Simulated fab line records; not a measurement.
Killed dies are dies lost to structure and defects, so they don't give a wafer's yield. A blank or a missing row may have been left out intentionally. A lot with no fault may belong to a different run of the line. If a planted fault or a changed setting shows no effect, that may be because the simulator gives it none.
Problem report in the 8D (eight disciplines) form, filled by code | flow n5 finfet | the parts of the form that need people (team, actions taken, sign-off) are left out

== 1. WHAT IS WRONG ==
Mean of spin speed rpm at N5_WELL_APT_COAT_19: 1519.0 rpm across 6 wafers in 2 lots; on wafers with no fault it is 1357.0 rpm (standard deviation 0.98). That is +99 or more standard deviations from the usual mean.
The step: resist thk 950 nm.
First seen on wafer L783.1, day 5 03:01, on litho track-03. Wafers with a number at this step in the record: 30, from 10 lots. Rule for "out", or "out of limits": more than 4 standard deviations from the usual mean. Any other wafer with a number is counted as sound.

== 2. WHAT IT IS AND WHAT IT IS NOT ==
question                    | is                     | is not
which readings at this step | spin speed rpm         | dispense pressure kPa
which lots                  | L783, L788             | L772, L777, L779, L780, L781, L784, L789, L792
which wafers of those lots  | all that have a number | -
read on which tools         | litho track-03         | litho track-01, litho track-04
when                        | from day 5 03:01       | up to then (15 sound wafers); but 9 sound wafers of L784, L789, L792 came after

== 3. THE SUSPECTS, EACH WITH WHAT RULES IT OUT ==
Counting: any tool at a process step up to the reading is kept as a suspect provided that every lot that is out went through it and no sound lot did after the first of them.
- litho track-03 at N5_WELL_APT_COAT_19 (resist thk 950 nm): kept. Every lot that is out went through it, starting with L783 (day 5 03:01), and after that it ran no sound lot; the last sound lot it ran before then is L781 (day 4 14:40). Out on those wafers are its own readings of spin speed rpm.
Remaining after the count: litho track-03 at N5_WELL_APT_COAT_19.

== 4. THE CAUSE (what the simulator had put in) ==
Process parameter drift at N5_WELL_APT_COAT_19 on litho track-03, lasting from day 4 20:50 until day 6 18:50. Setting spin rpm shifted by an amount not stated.
Counting left only this tool.

== 5. THE EFFECT CHAIN, in route order ==
Each row: a reading where the mean over the struck wafers with a number is more than 3 standard deviations away from the usual. Only readings whose record carries a usual standard deviation are examined. hours: median over the lots of the time between each lot's start at the first step of this table that gives one and its start at this step. sigmas: the change, counted in usual standard deviations.
hours | step                | reading        | usual      | on struck wafers | change | sigmas
0     | N5_WELL_APT_COAT_19 | spin speed rpm | 1357.0 rpm | 1519.0           | +162.0 | +99 or more
Process steps it contains:
- N5_WELL_APT_COAT_19: resist thk 950 nm.
Later steps that measure or inspect, where all struck wafers having a row at the step show a number for every such reading and not one has moved that far: N5_BEOL_M4_RC_MEAS_101.

== 6. WHAT WOULD HAVE CAUGHT IT SOONER ==
In this record no reading fell out of limits until day 5 03:01, 6 hours after the fault had begun at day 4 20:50.
